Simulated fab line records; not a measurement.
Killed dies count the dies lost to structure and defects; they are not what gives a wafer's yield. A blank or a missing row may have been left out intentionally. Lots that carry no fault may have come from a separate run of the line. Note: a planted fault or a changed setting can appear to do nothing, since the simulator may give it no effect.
Split-lot study / flow n5Finfet / 7 lots, 39 wafers read, on a route of 1938 steps

## THE SPLIT ITSELF
At N5_HKMG_FIN_ETCH_55 (etches SOC in N2/H2, target depth 240 nm, time 300 s), the setting timeS was moved away from the recipe's 300 s on 15 of the 39 wafers read, by -43.6% to +28.3%. This setting was run at the recipe's value on the other wafers.

Reading taken at the split's own step.

## THE READING
SiARC_of_HKMG_FIN_COAT_42.thkNm (the simulator's own value, which no gauge read), in nm, at N5_HKMG_FIN_ETCH_55 (etches SOC in N2/H2, target depth 240 nm, time 300 s). The file does not state a usual value for it. Average 20.7 nm, standard deviation 0.33 nm, over the 24 wafers here run with the recipe.

wafer=L074.1; tool, chamber at the split=rieDiel-04, 0; timeS as run, s=300; against the recipe=recipe; SiARC_of_HKMG_FIN_COAT_42.thkNm, nm=20.8; against lot-mates on the recipe=-
wafer=L074.2; tool, chamber at the split=rieDiel-04, 2; timeS as run, s=300; against the recipe=recipe; SiARC_of_HKMG_FIN_COAT_42.thkNm, nm=20.4; against lot-mates on the recipe=-
wafer=L074.3; tool, chamber at the split=rieDiel-04, 1; timeS as run, s=355.7; against the recipe=+18.6%; SiARC_of_HKMG_FIN_COAT_42.thkNm, nm=17.6; against lot-mates on the recipe=-3.0
wafer=L074.4; tool, chamber at the split=rieDiel-04, 3; timeS as run, s=355.7; against the recipe=+18.6%; SiARC_of_HKMG_FIN_COAT_42.thkNm, nm=17.8; against lot-mates on the recipe=-2.8
wafer=L074.5; tool, chamber at the split=rieDiel-04, 0; timeS as run, s=355.7; against the recipe=+18.6%; SiARC_of_HKMG_FIN_COAT_42.thkNm, nm=18.2; against lot-mates on the recipe=-2.4
wafer=L074.6; tool, chamber at the split=rieDiel-04, 3; timeS as run, s=300; against the recipe=recipe; SiARC_of_HKMG_FIN_COAT_42.thkNm, nm=20.6; against lot-mates on the recipe=-
wafer=L078.1; tool, chamber at the split=rieDiel-05, 3; timeS as run, s=300; against the recipe=recipe; SiARC_of_HKMG_FIN_COAT_42.thkNm, nm=21.2; against lot-mates on the recipe=-
wafer=L078.2; tool, chamber at the split=rieDiel-05, 1; timeS as run, s=384.8; against the recipe=+28.3%; SiARC_of_HKMG_FIN_COAT_42.thkNm, nm=16.6; against lot-mates on the recipe=-4.5
wafer=L078.3; tool, chamber at the split=rieDiel-05, 0; timeS as run, s=384.8; against the recipe=+28.3%; SiARC_of_HKMG_FIN_COAT_42.thkNm, nm=17.8; against lot-mates on the recipe=-3.3
wafer=L078.4; tool, chamber at the split=rieDiel-05, 3; timeS as run, s=384.8; against the recipe=+28.3%; SiARC_of_HKMG_FIN_COAT_42.thkNm, nm=17.4; against lot-mates on the recipe=-3.7
wafer=L078.5; tool, chamber at the split=rieDiel-05, 0; timeS as run, s=300; against the recipe=recipe; SiARC_of_HKMG_FIN_COAT_42.thkNm, nm=21.8; against lot-mates on the recipe=-
wafer=L078.6; tool, chamber at the split=rieDiel-05, 1; timeS as run, s=300; against the recipe=recipe; SiARC_of_HKMG_FIN_COAT_42.thkNm, nm=20.4; against lot-mates on the recipe=-
wafer=L079.1; tool, chamber at the split=rieDiel-06, 0; timeS as run, s=169.2; against the recipe=-43.6%; SiARC_of_HKMG_FIN_COAT_42.thkNm, nm=27.2; against lot-mates on the recipe=+6.2
wafer=L079.2; tool, chamber at the split=rieDiel-06, 3; timeS as run, s=300; against the recipe=recipe; SiARC_of_HKMG_FIN_COAT_42.thkNm, nm=21; against lot-mates on the recipe=-
wafer=L079.3; tool, chamber at the split=rieDiel-06, 2; timeS as run, s=300; against the recipe=recipe; SiARC_of_HKMG_FIN_COAT_42.thkNm, nm=21; against lot-mates on the recipe=-
wafer=L079.4; tool, chamber at the split=rieDiel-06, 1; timeS as run, s=300; against the recipe=recipe; SiARC_of_HKMG_FIN_COAT_42.thkNm, nm=21; against lot-mates on the recipe=-
wafer=L079.5; tool, chamber at the split=rieDiel-06, 3; timeS as run, s=169.2; against the recipe=-43.6%; SiARC_of_HKMG_FIN_COAT_42.thkNm, nm=27; against lot-mates on the recipe=+6.0
wafer=L079.6; tool, chamber at the split=rieDiel-06, 2; timeS as run, s=169.2; against the recipe=-43.6%; SiARC_of_HKMG_FIN_COAT_42.thkNm, nm=27; against lot-mates on the recipe=+6.0
wafer=L082.2; tool, chamber at the split=rieDiel-04, 1; timeS as run, s=300; against the recipe=recipe; SiARC_of_HKMG_FIN_COAT_42.thkNm, nm=20.6; against lot-mates on the recipe=-
wafer=L082.3; tool, chamber at the split=rieDiel-04, 2; timeS as run, s=300; against the recipe=recipe; SiARC_of_HKMG_FIN_COAT_42.thkNm, nm=20.4; against lot-mates on the recipe=-
wafer=L082.6; tool, chamber at the split=rieDiel-04, 0; timeS as run, s=300; against the recipe=recipe; SiARC_of_HKMG_FIN_COAT_42.thkNm, nm=20.6; against lot-mates on the recipe=-
wafer=L085.1; tool, chamber at the split=rieDiel-04, 2; timeS as run, s=300; against the recipe=recipe; SiARC_of_HKMG_FIN_COAT_42.thkNm, nm=20.4; against lot-mates on the recipe=-
wafer=L085.2; tool, chamber at the split=rieDiel-04, 3; timeS as run, s=200.6; against the recipe=-33.1%; SiARC_of_HKMG_FIN_COAT_42.thkNm, nm=25.4; against lot-mates on the recipe=+4.9
wafer=L085.3; tool, chamber at the split=rieDiel-04, 0; timeS as run, s=200.6; against the recipe=-33.1%; SiARC_of_HKMG_FIN_COAT_42.thkNm, nm=25.4; against lot-mates on the recipe=+4.9
wafer=L085.4; tool, chamber at the split=rieDiel-04, 1; timeS as run, s=200.6; against the recipe=-33.1%; SiARC_of_HKMG_FIN_COAT_42.thkNm, nm=25.4; against lot-mates on the recipe=+4.9
wafer=L085.5; tool, chamber at the split=rieDiel-04, 3; timeS as run, s=300; against the recipe=recipe; SiARC_of_HKMG_FIN_COAT_42.thkNm, nm=20.4; against lot-mates on the recipe=-
wafer=L085.6; tool, chamber at the split=rieDiel-04, 0; timeS as run, s=300; against the recipe=recipe; SiARC_of_HKMG_FIN_COAT_42.thkNm, nm=20.8; against lot-mates on the recipe=-
wafer=L089.1; tool, chamber at the split=rieDiel-05, 2; timeS as run, s=300; against the recipe=recipe; SiARC_of_HKMG_FIN_COAT_42.thkNm, nm=21; against lot-mates on the recipe=-
wafer=L089.2; tool, chamber at the split=rieDiel-05, 0; timeS as run, s=214.3; against the recipe=-28.6%; SiARC_of_HKMG_FIN_COAT_42.thkNm, nm=25.6; against lot-mates on the recipe=+4.9
wafer=L089.3; tool, chamber at the split=rieDiel-05, 1; timeS as run, s=300; against the recipe=recipe; SiARC_of_HKMG_FIN_COAT_42.thkNm, nm=20.6; against lot-mates on the recipe=-
wafer=L089.4; tool, chamber at the split=rieDiel-05, 3; timeS as run, s=214.3; against the recipe=-28.6%; SiARC_of_HKMG_FIN_COAT_42.thkNm, nm=25; against lot-mates on the recipe=+4.3
wafer=L089.5; tool, chamber at the split=rieDiel-05, 2; timeS as run, s=214.3; against the recipe=-28.6%; SiARC_of_HKMG_FIN_COAT_42.thkNm, nm=25; against lot-mates on the recipe=+4.3
wafer=L089.6; tool, chamber at the split=rieDiel-05, 1; timeS as run, s=300; against the recipe=recipe; SiARC_of_HKMG_FIN_COAT_42.thkNm, nm=20.6; against lot-mates on the recipe=-
wafer=L090.1; tool, chamber at the split=rieDiel-04, 1; timeS as run, s=300; against the recipe=recipe; SiARC_of_HKMG_FIN_COAT_42.thkNm, nm=20.6; against lot-mates on the recipe=-
wafer=L090.2; tool, chamber at the split=rieDiel-04, 0; timeS as run, s=300; against the recipe=recipe; SiARC_of_HKMG_FIN_COAT_42.thkNm, nm=20.8; against lot-mates on the recipe=-
wafer=L090.3; tool, chamber at the split=rieDiel-04, 3; timeS as run, s=300; against the recipe=recipe; SiARC_of_HKMG_FIN_COAT_42.thkNm, nm=20.4; against lot-mates on the recipe=-
wafer=L090.4; tool, chamber at the split=rieDiel-04, 2; timeS as run, s=300; against the recipe=recipe; SiARC_of_HKMG_FIN_COAT_42.thkNm, nm=20.4; against lot-mates on the recipe=-
wafer=L090.5; tool, chamber at the split=rieDiel-04, 1; timeS as run, s=300; against the recipe=recipe; SiARC_of_HKMG_FIN_COAT_42.thkNm, nm=20.6; against lot-mates on the recipe=-
wafer=L090.6; tool, chamber at the split=rieDiel-04, 0; timeS as run, s=300; against the recipe=recipe; SiARC_of_HKMG_FIN_COAT_42.thkNm, nm=20.8; against lot-mates on the recipe=-

THE FIT
A straight line over all 39 wafers: SiARC_of_HKMG_FIN_COAT_42.thkNm changes by -0.142 nm for each +1% of timeS; r = -0.99; the points scatter about the line by 0.38 nm.
The same after taking each lot's own level away (the mean of its wafers on the recipe; 39 wafers): -0.144 nm for each +1%; r = -0.99; scatter 0.3 nm.
That fit puts the effect of the largest move of timeS on the reading at 6.3 nm.
The span of the lots' own levels, 20.53 to 21.13 nm, comes to 1.8 times the standard deviation stated above.
Consequently the slope shifts little with the lot-to-lot level, the two slopes agreeing.
Check: +6.3 nm against its lot-mates is what the line predicts for one of the wafers moved furthest among these (-43.6%) when that wafer is left out of the fit. Against them it came out at +6.2 nm.

## FURTHER SPLITS ON THESE WAFERS
Before the reading, these wafers also passed through other splits. Each is held against what the fit with the lots' levels taken away leaves over:
other split on the same wafers=N5_FIN_SAQP_ETCH_65 timeS; wafers away from the commonest value=15; r with SiARC_of_HKMG_FIN_COAT_42.thkNm (lot level and that fit taken away)=+0.26
other split on the same wafers=N5_SD_EPI_N_ETCH_45 targetDepthA; wafers away from the commonest value=12; r with SiARC_of_HKMG_FIN_COAT_42.thkNm (lot level and that fit taken away)=-0.15

## THE WHOLE CHAIN: every reading that the file lists as answering this split, in the file's order
step=N5_HKMG_FIN_ETCH_55; what it does=etches SOC in N2/H2, target depth 240 nm, time 300 s; reading=HKMG_FIN.featureDepthNm (the simulator's own value, which no gauge read); change (the file's fit)=+2.4 nm for each +1% of the setting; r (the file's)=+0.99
step=N5_HKMG_FIN_ETCH_55; what it does=etches SOC in N2/H2, target depth 240 nm, time 300 s; reading=etch.depthNm (the simulator's own value, which no gauge read); change (the file's fit)=+2.4 nm for each +1% of the setting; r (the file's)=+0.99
step=N5_HKMG_FIN_ETCH_55; what it does=etches SOC in N2/H2, target depth 240 nm, time 300 s; reading=SiARC_of_HKMG_FIN_COAT_42.thkNm (the simulator's own value, which no gauge read); change (the file's fit)=-0.144 nm for each +1% of the setting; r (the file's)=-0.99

## FILE'S OWN FIT
SiARC_of_HKMG_FIN_COAT_42.thkNm changes by -0.144 nm for each +1% of timeS, r = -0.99.
